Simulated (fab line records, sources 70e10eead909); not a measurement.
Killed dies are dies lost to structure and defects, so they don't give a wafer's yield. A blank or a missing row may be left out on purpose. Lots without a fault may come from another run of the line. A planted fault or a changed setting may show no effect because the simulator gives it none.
fab line records | flow nand_harc
record lots=24 wafers=72 last_day=33
route steps=1302 shown P_START@1 P_ZERO_WELL@19 P_STI@83 P_GATE@145
lots that met no fault: from a run of the same line without faults
start_h: hours from the record's first day to the start of the lot's first wafer shown | wait_h: hours since the lot's step before | " the same as in the row above | L1.1+2: a row that stands for several wafers | - no value, or no start given | * or withheld: withheld | < > ~ a bound
route shown NAME@n: a module of which the file shows steps, and the number in the route of the first | usual: mean/standard deviation of fault-free wafers | same: alike in all rows | chamber/n: place in a boat | sites: the reading at each site | _std_site: their standard deviation | _edge_site: outer sites' mean less inner sites' | radius_mm: how far each site lies from the wafer's centre | mask NAME#n: copy n | behind: the tool/chamber that last shaped the wafer | hold: why the lot was held/for how many hours/how that ended | device: the transistor (n, p or np) that didn't switch | end of line: the same wafers' tests at the end of the route | a step without rows: its recipe alone | killed: dies lost to structure and defects at the first sort, not the wafer's yield | map: a wafer's dies, x killed, . not, _ none there
set.NAME: the setting as run; set.NAME@STEP: as run at that earlier step | model.NAME: the simulator's own value behind a step, which no gauge read
steps of the route over a sample of lots; a table a step, a row a wafer
services: from which hour (start_h, from the record's first day; less than 0 if before it) a tool's chamber was out of use, for how many hours, and why
## steps
# step NHARC_P_START_INSPECT_01
# usual raw_defect_count=3.4/1.9
# columns lot.wafer tool chamber start_h wait_h raw_defect_count
L074.2 defect_inspect-01 - 20.04 - 0
L074.3 " - " " 5
L074.6 " - " " 1
L075.1 defect_inspect-02 - 30.04 - 2
L075.3 " - " " 2
L075.6 " - " " 3
L076.3 defect_inspect-02 - 40.05 - 2
L076.5 " - " " 1
L076.6 " - " " 4
L077.1 defect_inspect-02 - 50.04 - 3
L077.3 " - " " 4
L077.5 " - " " 6
L078.1 defect_inspect-01 - 60.03 - 4
L078.2 " - " " 3
L078.5 " - " " 2
L079.1 defect_inspect-02 - 70.04 - 4
L079.3 " - " " 6
L079.4 " - " " 4
L080.1 defect_inspect-02 - 80.03 - 5
L080.3 " - " " 5
L080.5 " - " " 2
L081.1 defect_inspect-01 - 90.04 - 1
L081.2 " - " " 5
L081.6 " - " " 4
L082.1 defect_inspect-02 - 100.04 - 1
L082.4 " - " " 2
L082.5 " - " " 3
L083.4 defect_inspect-01 - 110.04 - 1
L083.5 " - " " 4
L083.6 " - " " 0
L084.2 defect_inspect-02 - 120.04 - 5
L084.4 " - " " 6
L084.5 " - " " 5
L085.1 defect_inspect-02 - 130.04 - 2
L085.2 " - " " 4
L085.6 " - " " 4
L086.2 defect_inspect-01 - 140.05 - 1
L086.3 " - " " 4
L086.4 " - " " 6
L087.1 defect_inspect-01 - 150.04 - 3
L087.5 " - " " 7
L087.6 " - " " 1
L088.1 defect_inspect-02 - 160.04 - 4
L088.3 " - " " 5
L088.5 " - " " 3
L089.3 defect_inspect-02 - 170.04 - 5
L089.5 " - " " 1
L089.6 " - " " 4
L090.1 defect_inspect-01 - 180.04 - 6
L090.2 " - " " 1
L090.6 " - " " 5
L091.2 defect_inspect-02 - 190.04 - 11
L091.4 " - " " 3
L091.5 " - " " 2
L092.2 defect_inspect-02 - 200.04 - 2
L092.5 " - " " 6
L092.6 " - " " 2
L093.1 defect_inspect-01 - 210.04 - 1
L093.5 " - " " 2
L093.6 " - " " 3
L094.1 defect_inspect-02 - 220.03 - 2
L094.3 " - " " 4
L094.6 " - " " 6
L095.1 defect_inspect-02 - 230.04 - 6
L095.2 " - " " 4
L095.3 " - " " 3
L096.1 defect_inspect-01 - 240.03 - 3
L096.2 " - " " 1
L096.6 " - " " 0
L097.1 defect_inspect-01 - 250.04 - 2
L097.2 " - " " 5
L097.3 " - " " 8
# step NHARC_P_ZERO_WELL_ETCH_63
# recipe target_depth_a=1200 time_s=40.1 hbr_flow_sccm=150 cl2_flow_sccm=50 rf_w=400 icp_w=400 bias_w=100 chemistry=HBr/Cl2
# usual bias_w=100.02/0.3 drypump_motor_current_A=5.8/0.48 oes_product_au=0.997/0.011 throttle_valve_pct=26.407/0.0094
# columns lot.wafer tool chamber start_h wait_h bias_w drypump_motor_current_A oes_product_au rf_hours_counter_h throttle_valve_pct
L074.3 rie_si-06 2 21.79 - 99.61 5.6 0.984 0.71 26.390
L074.2 " 3 " " 100.13 6.4 0.983 0.76 26.418
L074.6 " 1 " " 99.79 5.9 1.006 - 26.412
L075.3 rie_si-06 3 33.89 - 99.68 6.4 0.975 0.81 26.397
L075.1 " 1 " " 99.76 5.9 0.995 0.92 26.406
L075.6 " 3 " " 99.87 6.4 0.979 - 26.402
L076.3 rie_si-06 2 41.70 - 99.75 5.6 0.982 0.81 26.399
L076.5 " 1 " " 100.36 5.9 0.996 - 26.407
L076.6 " 2 " " 100.06 5.6 0.995 - 26.403
L077.1 rie_si-06 2 51.56 - 99.60 5.6 0.984 0.89 26.399
L077.3 " 3 " " 99.96 6.4 0.978 0.91 26.413
L077.5 " 2 " " 99.81 5.6 0.992 - 26.414
L078.2 rie_si-06 1 61.70 - 100.17 5.9 1.014 1.09 26.417
L078.1 " 2 " " 99.96 5.6 0.981 0.94 26.404
L078.5 " 1 " " 99.83 5.9 0.995 - 26.394
L079.3 rie_si-04 3 71.65 - 100.06 6.4 1.003 0.38 26.409
L079.4 " 1 " " 100.06 5.9 1.001 0.42 26.403
L079.1 " 2 " " 100.17 5.0 0.982 0.50 26.414
L080.3 rie_si-06 3 81.67 - 100.22 6.5 1.005 0.00 26.419
L080.1 " 0 " " 100.02 6.1 1.002 0.00 26.408
L080.5 " 2 " " 100.15 5.6 0.992 - 26.393
L081.2 rie_si-04 0 91.91 - 100.36 6.1 0.985 0.52 26.408
L081.1 " 1 " " 100.67 5.9 0.996 0.56 26.401
L081.6 " 2 " " 99.96 5.0 0.994 - 26.405
L082.1 rie_si-04 0 101.81 - 100.00 6.1 0.998 0.56 26.411
L082.4 " 3 " " 100.04 6.4 1.002 0.55 26.394
L082.5 " 1 " " 100.06 5.9 0.992 - 26.411
L083.4 rie_si-04 3 111.80 - 99.74 6.4 1.007 0.62 26.411
L083.6 " 1 " " 100.16 5.8 0.996 - 26.409
L083.5 " 2 " " 100.24 5.0 0.995 - 26.419
L084.2 rie_si-06 0 121.65 - 99.78 6.1 0.988 0.07 26.425
L084.4 " 3 " " 100.48 6.5 1.003 0.30 26.408
L084.5 " 1 " " 100.50 5.9 0.997 - 26.399
L085.1 rie_si-04 1 131.54 - 99.98 5.9 0.992 0.90 26.399
L085.2 " 3 " " 100.25 6.4 1.004 0.75 26.395
L085.6 " 1 " " 100.43 5.8 0.988 - 26.396
L086.4 rie_si-02 0 141.67 - 100.00 4.8 1.011 0.15 26.406
L086.2 " 2 " " 100.36 5.5 1.016 0.17 26.414
L086.3 " 3 " " 99.62 5.8 0.994 0.14 26.409
L087.1 rie_si-06 3 151.75 - 100.02 6.4 1.001 0.39 26.400
L087.5 " 2 " " 99.52 5.6 0.983 - 26.401
L087.6 " 3 " " 100.21 6.4 1.003 - 26.393
L088.1 rie_si-04 1 161.66 - 99.77 5.9 0.994 1.10 26.391
L088.3 " 2 " " 100.40 5.0 1.001 1.14 26.391
L088.5 " 0 " " 100.45 6.1 1.012 - 26.420
L089.3 rie_si-02 3 171.76 - 99.77 5.8 0.993 0.42 26.415
L089.6 " 0 " " 100.26 4.8 1.010 - 26.391
L089.5 " 1 " " 99.56 6.0 1.015 - 26.406
L090.2 rie_si-02 1 181.79 - 99.61 6.0 1.001 0.46 26.405
L090.1 " 2 " " 100.67 5.5 1.009 0.43 26.395
L090.6 " 0 " " 99.68 4.8 1.000 - 26.433
L091.2 rie_si-02 1 191.53 - 100.27 6.0 0.998 0.55 26.420
L091.4 " 0 " " 100.07 4.8 1.003 0.61 26.402
L091.5 " 2 " " 100.14 5.5 1.003 - 26.409
L092.2 rie_si-04 2 201.80 - 100.42 5.0 1.001 0.22 26.401
L092.5 " 3 " " 99.64 6.3 1.006 - 26.412
L092.6 " 0 " " 99.48 6.1 1.003 - 26.408
L093.1 rie_si-02 3 211.86 - 100.27 5.8 0.974 0.68 26.395
L093.5 " 3 " " 100.40 5.8 0.992 - 26.421
L093.6 " 0 " " 99.92 4.8 1.006 - 26.404
L094.3 rie_si-02 2 221.66 - 100.16 5.5 1.002 0.75 26.408
L094.1 " 3 " " 100.04 5.8 0.990 0.77 26.412
L094.6 " 2 " " 100.09 5.5 1.011 - 26.408
L095.2 rie_si-04 3 231.62 - 100.39 6.3 0.996 0.30 26.394
L095.3 " 0 " " 99.52 6.1 1.000 0.33 26.395
L095.1 " 1 " " 99.93 5.8 0.986 0.34 26.393
L096.2 rie_si-04 3 241.65 - 99.88 6.4 0.995 0.42 26.403
L096.1 " 1 " " 99.82 5.8 0.991 0.44 26.410
L096.6 " 0 " " 100.73 6.1 1.003 - 26.396
L097.2 rie_si-04 3 251.69 - 100.41 6.3 1.001 0.47 26.415
L097.1 " 0 " " 99.64 6.1 0.997 0.40 26.388
L097.3 " 2 " " 99.95 5.0 0.993 0.57 26.401
# step NHARC_P_ZERO_WELL_RTA_42
# recipe temp_c=1100 time_s=300
# usual lamp_power_pct=39.2/1.6 lamp_zone_5_pct=39.2/1.6 wafer_temp_C_max=1105.6/1.5
# columns lot.wafer tool chamber start_h wait_h lamp_power_pct lamp_zone_5_pct wafer_temp_C_max
L074.2 rtp_anneal-02 0 26.96 - 40.9 41.0 1107.7
L074.3 " 0 " " 40.9 40.9 1103.8
L074.6 " 0 " " 40.9 40.9 1104.7
L075.1 rtp_anneal-02 0 39.25 - 41.0 41.0 1104.2
L075.3 " 0 " " 40.9 41.0 1104.2
L075.6 " 0 " " 41.1 40.9 1104.0
L076.3 rtp_anneal-01 0 47.43 - 37.8 37.8 1105.1
L076.5 " 0 " " 37.8 37.8 1106.5
L076.6 " 0 " " 37.8 37.8 1106.2
L077.1 rtp_anneal-02 0 56.90 - 40.9 41.0 1103.9
L077.3 " 0 " " 41.0 40.9 1104.0
L077.5 " 0 " " 41.0 40.9 1104.7
L078.1 rtp_anneal-02 0 67.01 - 40.9 40.9 1105.6
L078.2 " 0 " " 40.9 40.9 1107.5
L078.5 " 0 " " 40.9 40.9 1104.8
L079.1 rtp_anneal-01 0 76.73 - 37.8 37.8 1105.5
L079.3 " 0 " " 37.8 37.7 1106.7
L079.4 " 0 " " 37.8 37.8 1108.5
L080.1 rtp_anneal-02 0 86.66 - 40.8 40.9 1103.8
L080.3 " 0 " " 40.8 40.8 1103.5
L080.5 " 0 " " 40.9 40.9 1105.8
L081.1 rtp_anneal-02 0 97.02 - 40.9 41.0 1104.2
L081.2 " 0 " " 41.0 41.0 1105.0
L081.6 " 0 " " 40.9 40.9 1104.2
L082.1 rtp_anneal-01 0 107.17 - 37.7 37.7 1105.9
L082.4 " 0 " " 37.8 37.8 1105.5
L082.5 " 0 " " 37.8 37.8 1107.6
L083.4 rtp_anneal-01 0 117.20 - 37.8 37.8 1105.2
L083.5 " 0 " " 37.8 37.8 1107.7
L083.6 " 0 " " 37.7 37.8 1104.9
L084.2 rtp_anneal-01 0 126.98 - 37.8 37.8 1106.5
L084.4 " 0 " " 37.7 37.8 1107.7
L084.5 " 0 " " 37.8 37.8 1107.8
L085.1 rtp_anneal-01 0 136.81 - 37.7 37.8 1107.6
L085.2 " 0 " " 37.8 37.8 1106.4
L085.6 " 0 " " 37.8 37.8 1107.7
L086.2 rtp_anneal-02 0 147.13 - 40.9 40.9 1104.2
L086.3 " 0 " " 40.8 40.9 1103.9
L086.4 " 0 " " 41.0 41.0 1104.8
L087.1 rtp_anneal-02 0 157.00 - 40.9 41.0 1103.6
L087.5 " 0 " " 40.9 41.0 1104.1
L087.6 " 0 " " 41.0 40.9 1104.4
L088.1 rtp_anneal-01 0 166.85 - 37.7 37.7 1106.6
L088.3 " 0 " " 37.8 37.7 1106.4
L088.5 " 0 " " 37.7 37.7 1105.7
L089.3 rtp_anneal-02 0 177.23 - 40.9 40.9 1106.4
L089.5 " 0 " " 40.9 40.9 1105.3
L089.6 " 0 " " 40.9 40.8 1109.8
L090.1 rtp_anneal-01 0 187.02 - 37.8 37.7 1106.0
L090.2 " 0 " " 37.7 37.8 1107.1
L090.6 " 0 " " 37.7 37.8 1106.0
L091.2 rtp_anneal-01 0 196.75 - 37.7 37.8 1105.7
L091.4 " 0 " " 37.7 37.7 1105.8
L091.5 " 0 " " 37.7 37.7 1104.3
L092.2 rtp_anneal-02 0 207.10 - 40.9 40.8 1104.9
L092.5 " 0 " " 40.9 40.9 1102.8
L092.6 " 0 " " 41.0 40.9 1105.9
L093.1 rtp_anneal-01 0 216.82 - 37.7 37.8 1107.0
L093.5 " 0 " " 37.7 37.7 1104.6
L093.6 " 0 " " 37.8 37.7 1104.6
L094.1 rtp_anneal-01 0 226.86 - 37.8 37.8 1104.5
L094.3 " 0 " " 37.8 37.7 1106.7
L094.6 " 0 " " 37.8 37.8 1105.8
L095.1 rtp_anneal-01 0 236.82 - 37.8 37.7 1105.7
L095.2 " 0 " " 37.7 37.8 1109.2
L095.3 " 0 " " 37.8 37.8 1107.0
L096.1 rtp_anneal-02 0 246.85 - 40.9 40.9 1104.9
L096.2 " 0 " " 41.0 40.9 1104.1
L096.6 " 0 " " 40.9 40.9 1104.7
L097.1 rtp_anneal-01 0 256.89 - 37.8 37.8 1109.2
L097.2 " 0 " " 37.8 37.7 1106.7
L097.3 " 0 " " 37.8 37.7 1105.9
# step NHARC_P_STI_CD_MEAS_09
# recipe target_cd_nm=200 landing_energy_ev=500
# usual cd_nm=201.2/2.3
# columns lot.wafer tool chamber start_h wait_h cd_nm
L074.2 cd_sem-02 0 46.14 - 202.7
L074.3 " 0 " " 201.5
L074.6 " 0 " " 203.9
L075.1 cd_sem-03 0 54.67 - 202.4
L075.3 " 0 " " 197.9
L075.6 " 0 " " 202.2
L076.3 cd_sem-03 0 62.71 - 196.2
L076.5 " 0 " " 198.4
L076.6 " 0 " " 198.9
L077.1 cd_sem-02 0 76.66 - 204.6
L077.3 " 0 " " 202.8
L077.5 " 0 " " 201.7
L078.1 cd_sem-02 0 84.28 - 198.6
L078.2 " 0 " " 201.4
L078.5 " 0 " " 199.7
L079.1 cd_sem-03 0 93.85 - 204.6
L079.3 " 0 " " 206.4
L079.4 " 0 " " 202.8
L080.1 cd_sem-01 0 102.63 - 196.7
L080.3 " 0 " " 198.2
L080.5 " 0 " " 199.4
L081.1 cd_sem-02 0 113.66 - 204.8
L081.2 " 0 " " 202.1
L081.6 " 0 " " 202.3
L082.1 cd_sem-03 0 123.54 - 193.0
L082.4 " 0 " " 198.1
L082.5 " 0 " " 201.0
L083.4 cd_sem-03 0 133.70 - 200.4
L083.5 " 0 " " 199.3
L083.6 " 0 " " 200.7
L084.2 cd_sem-02 0 142.26 - 203.0
L084.4 " 0 " " 202.7
L084.5 " 0 " " 204.4
L085.1 cd_sem-01 0 153.39 - 199.1
L085.2 " 0 " " 199.0
L085.6 " 0 " " 196.9
L086.2 cd_sem-03 0 166.29 - 201.7
L086.3 " 0 " " 199.7
L086.4 " 0 " " 199.2
L087.1 cd_sem-02 0 174.52 - 202.2
L087.5 " 0 " " 201.6
L087.6 " 0 " " 205.1
L088.1 cd_sem-01 0 182.80 - 202.2
L088.3 " 0 " " 202.9
L088.5 " 0 " " 199.1
L089.3 cd_sem-02 0 197.32 - 200.4
L089.5 " 0 " " 202.7
L089.6 " 0 " " 202.7
L090.1 cd_sem-03 0 203.41 - 200.4
L090.2 " 0 " " 202.8
L090.6 " 0 " " 203.2
L091.2 cd_sem-01 0 211.85 - 198.1
L091.4 " 0 " " 202.8
L091.5 " 0 " " 200.9
L092.2 cd_sem-01 0 230.64 - 203.2
L092.5 " 0 " " 200.5
L092.6 " 0 " " 201.8
L093.1 cd_sem-03 0 239.07 - 202.3
L093.5 " 0 " " 201.9
L093.6 " 0 " " 200.7
L094.1 cd_sem-02 0 248.15 - 203.2
L094.3 " 0 " " 201.8
L094.6 " 0 " " 200.5
L095.1 cd_sem-01 0 253.47 - 198.2
L095.2 " 0 " " 200.5
L095.3 " 0 " " 199.4
L096.1 cd_sem-03 0 262.00 - 195.5
L096.2 " 0 " " 200.5
L096.6 " 0 " " 199.3
L097.1 cd_sem-01 0 273.69 - 204.3
L097.2 " 0 " " 202.5
L097.3 " 0 " " 202.8
# step NHARC_P_GATE_ETCH_104
# recipe target_depth_a=600 time_s=withheld cf4_flow_sccm=100 chf3_flow_sccm=30 ar_flow_sccm=0 rf_w=500 bias_w=200 chemistry=CF4/CHF3
# usual bias_w=200.0/0.59 drypump_motor_current_A=5.8/0.43 oes_product_au=0.946/0.023 rf_vpp_V=371.0/1.6 showerhead_plenum_p_Torr=1.59/0.043 throttle_valve_pct=16.802/0.0094
# columns lot.wafer tool chamber start_h wait_h bias_w drypump_motor_current_A oes_product_au rf_vpp_V showerhead_plenum_p_Torr throttle_valve_pct
L074.3 rie_diel-09 0 102.16 0.1 199.9 6.0 0.931 373.1 1.66 16.805
L074.2 " 2 " " 200.5 6.2 0.920 372.1 1.61 16.808
L074.6 " 0 " " 199.7 5.9 0.922 373.4 1.66 16.802
L075.1 rie_diel-13 0 108.62 0.1 200.1 5.0 0.917 369.8 1.58 16.778
L075.3 " 1 " " 200.2 5.1 0.909 369.0 1.56 16.805
L075.6 " 0 " " 200.8 5.0 0.918 371.2 1.58 16.801
L076.3 rie_diel-10 3 116.86 0.1 200.1 5.2 0.979 371.5 1.59 16.811
L076.6 " 2 " " 199.8 5.8 0.967 370.0 1.56 16.815
L076.5 " 3 " " 200.2 5.3 0.984 369.8 1.59 16.808
L077.3 rie_diel-09 2 131.44 0.1 199.5 6.2 0.937 371.7 1.61 16.810
L077.1 " 3 " " 200.2 5.5 0.940 370.8 1.59 16.813
L077.5 " 0 " " 200.0 6.0 0.942 374.5 1.66 16.809
L078.2 rie_diel-09 2 138.97 0.1 200.6 6.3 0.961 372.8 1.61 16.803
L078.1 " 0 " " 200.0 5.9 0.968 374.0 1.66 16.800
L078.5 " 3 " " 200.3 5.5 0.958 372.2 1.59 16.804
L079.1 rie_diel-13 1 150.76 0.1 199.7 5.1 0.940 369.5 1.56 16.816
L079.4 " 2 " " 200.6 6.4 0.978 370.5 1.61 16.806
L079.3 " 3 " " 200.1 5.6 0.967 371.7 1.59 16.823
L080.3 rie_diel-13 1 157.63 0.1 200.1 5.1 0.974 369.8 1.56 16.788
L080.1 " 2 " " 199.6 6.5 0.958 370.6 1.61 16.785
L080.5 " 0 " " 201.1 5.0 0.967 370.9 1.58 16.815
L081.2 rie_diel-10 0 163.07 0.1 200.5 6.2 0.922 371.3 1.63 16.799
L081.1 " 1 " " 199.5 5.6 0.930 370.4 1.57 16.815
L081.6 " 3 " " 200.1 5.3 0.974 371.5 1.59 16.801
L082.4 rie_diel-10 0 174.00 0.1 200.2 6.2 0.913 372.3 1.63 16.802
L082.1 " 1 " " 200.7 5.6 0.934 370.7 1.57 16.801
L082.5 " 3 " " 198.7 5.3 0.934 371.5 1.59 16.816
L083.4 rie_diel-13 1 189.58 0.1 199.6 5.1 0.978 369.1 1.56 16.789
L083.6 " 1 " " 198.1 5.1 0.991 370.3 1.56 16.822
L083.5 " 2 " " 200.4 6.5 0.972 371.6 1.61 16.819
L084.2 rie_diel-10 3 195.28 0.1 199.4 5.3 0.990 371.6 1.59 16.815
L084.4 " 1 " " 199.9 5.6 0.959 370.0 1.57 16.799
L084.5 " 0 " " 200.9 6.2 0.956 372.6 1.63 16.817
L085.1 rie_diel-09 0 205.33 0.1 200.2 6.0 0.903 373.9 1.66 16.811
L085.2 " 2 " " 199.2 6.2 0.902 372.6 1.61 16.801
L085.6 " 0 " " 199.7 5.9 0.908 372.3 1.66 16.814
L086.2 rie_diel-09 0 220.36 0.1 200.4 5.9 0.919 374.1 1.66 16.791
L086.3 " 2 " " 199.6 6.2 0.909 371.4 1.61 16.794
L086.4 " 3 " " 199.9 5.5 0.926 371.8 1.59 16.800
L087.1 rie_diel-13 2 239.73 0.1 199.8 6.5 0.967 371.5 1.61 16.797
L087.6 " 0 " " 200.1 5.0 0.965 370.1 1.58 16.797
L087.5 " 1 " " 200.0 5.1 0.966 370.2 1.56 16.790
L088.3 rie_diel-10 1 240.49 0.1 199.0 5.7 0.946 370.4 1.57 16.813
L088.1 " 2 " " 199.7 5.8 0.964 368.8 1.56 16.802
L088.5 " 1 " " 199.7 5.6 0.953 370.6 1.57 16.788
L089.3 rie_diel-09 3 259.74 0.1 199.7 5.5 0.969 372.3 1.59 16.799
L089.6 " 2 " " 200.9 6.2 0.962 371.5 1.61 16.799
L089.5 " 3 " " 200.3 5.5 0.973 372.8 1.59 16.803
L090.1 rie_diel-10 0 265.48 0.1 199.8 6.2 0.956 372.9 1.63 16.807
L090.2 " 1 " " 200.0 5.6 0.928 371.8 1.57 16.806
L090.6 " 3 " " 200.4 5.3 0.960 370.0 1.59 16.786
L091.2 rie_diel-09 2 269.95 0.1 199.3 6.2 0.925 371.8 1.61 16.797
L091.4 " 3 " " 200.3 5.5 0.919 370.3 1.59 16.803
L091.5 " 3 " " 198.9 5.5 0.918 370.9 1.59 16.790
L092.2 rie_diel-09 0 285.62 0.1 199.3 5.9 0.919 372.7 1.66 16.792
L092.6 " 1 " " 199.7 6.1 0.918 366.9 1.49 16.787
L092.5 " 2 " " 200.4 6.2 0.924 372.6 1.61 16.808
L093.1 rie_diel-09 3 293.10 0.1 200.3 5.5 0.965 371.2 1.59 16.812
L093.6 " 2 " " 200.4 6.3 0.965 370.6 1.61 16.808
L093.5 " 3 " " 200.4 5.5 0.964 373.4 1.59 16.787
L094.3 rie_diel-09 2 302.41 0.1 199.7 6.2 0.921 373.0 1.61 16.796
L094.1 " 0 " " 200.2 5.9 0.927 372.1 1.66 16.802
L094.6 " 2 " " 200.9 6.2 0.937 372.0 1.61 16.800
L095.1 rie_diel-10 1 311.27 0.1 200.4 5.6 0.957 369.5 1.57 16.789
L095.3 " 2 " " 199.7 5.8 0.972 369.6 1.56 16.794
L095.2 " 0 " " 200.1 6.2 0.956 373.4 1.63 16.810
L096.2 rie_diel-13 2 311.51 0.1 200.6 6.4 0.962 371.7 1.60 16.792
L096.1 " 3 " " 200.3 5.6 0.982 371.7 1.59 16.815
L096.6 " 1 " " 199.9 5.1 0.965 370.4 1.56 16.798
L097.2 rie_diel-10 1 325.47 0.1 199.8 5.6 0.927 369.9 1.57 16.809
L097.3 " 2 " " 199.9 5.8 0.930 370.4 1.56 16.805
L097.1 " 0 " " 198.9 6.2 0.911 371.1 1.63 16.813
# step NHARC_P_GATE_ETCHBACK_37
# recipe target_depth_a=345 time_s=17.2 chf3_flow_sccm=50 o2_flow_sccm=10 ar_flow_sccm=200 rf_w=500 bias_w=200 chemistry=CHF3/O2
# usual bias_w=200.0/0.64 drypump_motor_current_A=5.7/0.49 oes_product_au=0.94/0.033 rf_vpp_V=371.1/1.4 showerhead_plenum_p_Torr=2.42/0.053 throttle_valve_pct=20.572/0.0098
# columns lot.wafer tool chamber start_h wait_h bias_w drypump_motor_current_A oes_product_au rf_hours_counter_h rf_vpp_V showerhead_plenum_p_Torr throttle_valve_pct
L074.2 rie_diel-13 2 - - 199.6 6.5 1.00 8.6 372.2 2.45 20.575
L074.3 " 0 " " 199.3 5.0 0.99 7.9 372.8 2.42 20.569
L074.6 " 2 " " 200.0 6.5 1.00 - 371.3 2.45 20.564
L075.1 rie_diel-10 0 - - 200.1 6.2 0.99 2.3 372.8 2.49 20.588
L075.3 " 2 " " 200.7 5.8 1.00 2.9 369.0 2.38 20.571
L075.6 " 1 " " 199.8 5.6 1.01 - 369.7 2.40 20.565
L076.3 rie_diel-13 0 - - 199.5 5.0 1.00 8.3 370.0 2.42 20.591
L076.6 " 1 " " 200.0 5.1 1.00 - 369.3 2.38 20.586
L076.5 " 2 " " 199.1 6.5 1.00 - 371.7 2.45 20.589
L077.3 rie_diel-10 0 - - 200.0 6.2 0.91 3.2 372.1 2.49 20.579
L077.1 " 1 " " 199.6 5.6 0.93 4.4 372.2 2.40 20.563
L077.5 " 1 " " 199.4 5.6 0.92 - 372.3 2.40 20.579
L078.1 rie_diel-10 1 - - 200.4 5.6 0.93 5.5 371.5 2.40 20.569
L078.2 " 2 " " 199.9 5.8 0.93 5.2 370.7 2.38 20.562
L078.5 " 2 " " 199.0 5.8 0.94 - 371.6 2.38 20.590
L079.1 rie_diel-13 2 - - 198.8 6.5 0.95 10.8 374.5 2.45 20.568
L079.3 " 0 " " 199.8 5.0 0.93 10.1 370.7 2.42 20.577
L079.4 " 1 " " 198.9 5.1 0.93 9.7 370.6 2.38 20.592
L080.1 rie_diel-09 2 - - 199.5 6.2 0.93 0.6 371.4 2.46 20.576
L080.3 " 0 " " 199.8 5.9 0.92 1.0 373.7 2.54 20.578
L080.5 " 1 " " 200.9 6.0 0.91 - 370.3 2.28 20.584
L081.1 rie_diel-10 1 - - 199.9 5.6 0.93 6.5 371.0 2.40 20.566
L081.2 " 0 " " 200.6 6.2 0.91 4.9 372.5 2.49 20.572
L081.6 " 1 " " 199.3 5.6 0.92 - 370.3 2.40 20.588
L082.1 rie_diel-09 0 - - 200.1 6.0 0.94 2.2 372.9 2.54 20.586
L082.4 " 1 " " 200.5 6.1 0.92 1.6 367.6 2.28 20.570
L082.5 " 3 " " 200.0 5.5 0.92 - 372.2 2.43 20.569
L083.4 rie_diel-13 2 - - 199.9 6.5 0.92 1.2 372.4 2.45 20.554
L083.5 " 1 " " 200.1 5.1 0.93 - 370.4 2.38 20.580
L083.6 " 2 " " 200.1 6.5 0.92 - 370.4 2.45 20.571
L084.2 rie_diel-13 2 - - 198.5 6.5 0.92 1.4 371.7 2.45 20.569
L084.4 " 3 " " 199.5 5.6 0.92 1.1 370.2 2.42 20.580
L084.5 " 1 " " 200.2 5.1 0.92 - 371.7 2.38 20.573
L085.1 rie_diel-10 2 - - 199.9 5.8 1.01 7.4 369.1 2.38 20.561
L085.2 " 0 " " 200.1 6.2 0.99 6.4 373.7 2.49 20.552
L085.6 " 1 " " 200.9 5.6 1.00 - 371.0 2.40 20.573
L086.2 rie_diel-13 0 - - 200.0 5.0 0.97 2.8 371.4 2.41 20.567
L086.4 " 2 " " 200.2 6.5 0.97 3.1 371.3 2.45 20.577
L086.3 " 3 " " 200.1 5.6 0.97 2.3 372.4 2.42 20.577
L087.1 rie_diel-13 1 - - 199.6 5.1 0.92 3.9 370.6 2.38 20.584
L087.5 " 2 " " 199.0 6.4 0.93 - 372.3 2.45 20.571
L087.6 " 0 " " 200.0 5.0 0.92 - 370.3 2.41 20.558
L088.1 rie_diel-09 3 - - 199.8 5.5 0.93 7.5 371.8 2.43 20.588
L088.3 " 0 " " 200.1 6.0 0.92 7.3 374.1 2.53 20.589
L088.5 " 3 " " 200.0 5.5 0.93 - 371.8 2.43 20.578
L089.3 rie_diel-10 0 - - 200.5 6.2 0.90 0.4 370.9 2.49 20.566
L089.6 " 1 " " 200.2 5.6 0.92 - 370.6 2.40 20.549
L089.5 " 0 " " 200.3 6.2 0.92 - 373.0 2.49 20.571
L090.1 rie_diel-09 0 - - 200.3 6.0 0.93 8.0 374.4 2.53 20.588
L090.2 " 1 " " 199.7 6.0 0.93 7.5 366.6 2.27 20.575
L090.6 " 3 " " 199.3 5.5 0.93 - 371.4 2.43 20.577
L091.4 rie_diel-09 1 - - 199.7 6.0 0.90 7.5 367.0 2.27 20.559
L091.2 " 2 " " 201.5 6.2 0.90 9.0 371.4 2.46 20.584
L091.5 " 2 " " 201.1 6.2 0.90 - 371.0 2.46 20.575
L092.2 rie_diel-13 0 - - 198.8 5.0 0.91 7.0 370.1 2.41 20.581
L092.5 " 2 " " 200.1 6.5 0.93 - 372.3 2.45 20.578
L092.6 " 3 " " 200.7 5.6 0.93 - 371.0 2.42 20.576
L093.1 rie_diel-13 3 - - 199.3 5.6 0.93 3.6 369.8 2.42 20.584
L093.6 " 2 " " 198.9 6.5 0.92 - 372.2 2.45 20.569
L093.5 " 3 " " 200.3 5.6 0.92 - 371.0 2.42 20.565
L094.3 rie_diel-13 3 - - 199.5 5.6 1.01 3.8 370.6 2.42 20.573
L094.1 " 0 " " 201.1 5.0 1.00 7.3 370.7 2.41 20.569
L094.6 " 3 " " 199.4 5.6 1.02 - 371.5 2.42 20.574
L095.3 rie_diel-13 1 - - 200.8 5.1 0.92 8.6 371.0 2.37 20.588
L095.1 " 2 " " 200.4 6.5 0.92 7.9 373.9 2.45 20.562
L095.2 " 3 " " 199.4 5.6 0.92 4.9 371.4 2.42 20.571
L096.1 rie_diel-10 3 - - 199.7 5.3 0.92 3.0 371.3 2.43 20.557
L096.2 " 1 " " 200.4 5.6 0.92 4.0 369.4 2.40 20.574
L096.6 " 3 " " 200.8 5.3 0.93 - 369.7 2.43 20.571
L097.2 rie_diel-10 2 - - 200.1 5.8 0.94 5.5 373.6 2.38 20.585
L097.3 " 3 " " 200.4 5.3 0.94 4.5 370.5 2.43 20.566
L097.1 " 0 " " 201.0 6.2 0.92 5.5 373.3 2.49 20.567
## services
# columns tool chamber start_h hours kind
rie_diel-10 3 0.26 6.2 repair
rtp_anneal-02 - 12.00 12.0 pm
rie_si-04 3 24.38 9.4 repair
rie_diel-13 - 45.94 0.6 repair
rie_diel-13 0 53.56 2.8 repair
rie_diel-10 - 65.50 9.0 pm
rtp_anneal-02 - 87.93 2.5 repair
rie_diel-13 3 103.93 4.5 repair
rie_diel-10 2 106.00 4.0 repair
rie_diel-09 3 132.68 1.2 repair
rie_diel-13 - 133.65 0.4 repair
rie_diel-10 3 137.84 14.4 repair
rie_diel-13 1 142.36 4.2 repair
rie_diel-09 - 143.44 9.0 pm
rie_diel-13 - 165.32 9.0 pm
rie_diel-10 - 183.04 1.2 repair
rie_diel-10 0 203.53 2.6 repair
rie_diel-09 1 227.65 4.3 repair
rie_diel-10 - 242.50 9.0 pm
rie_diel-13 3 243.16 34.5 repair
rie_diel-10 3 268.21 15.9 repair
rie_diel-10 3 302.90 9.9 repair
rie_diel-09 - 307.35 0.5 repair
rie_diel-09 - 320.44 9.0 pm
## key
fault none
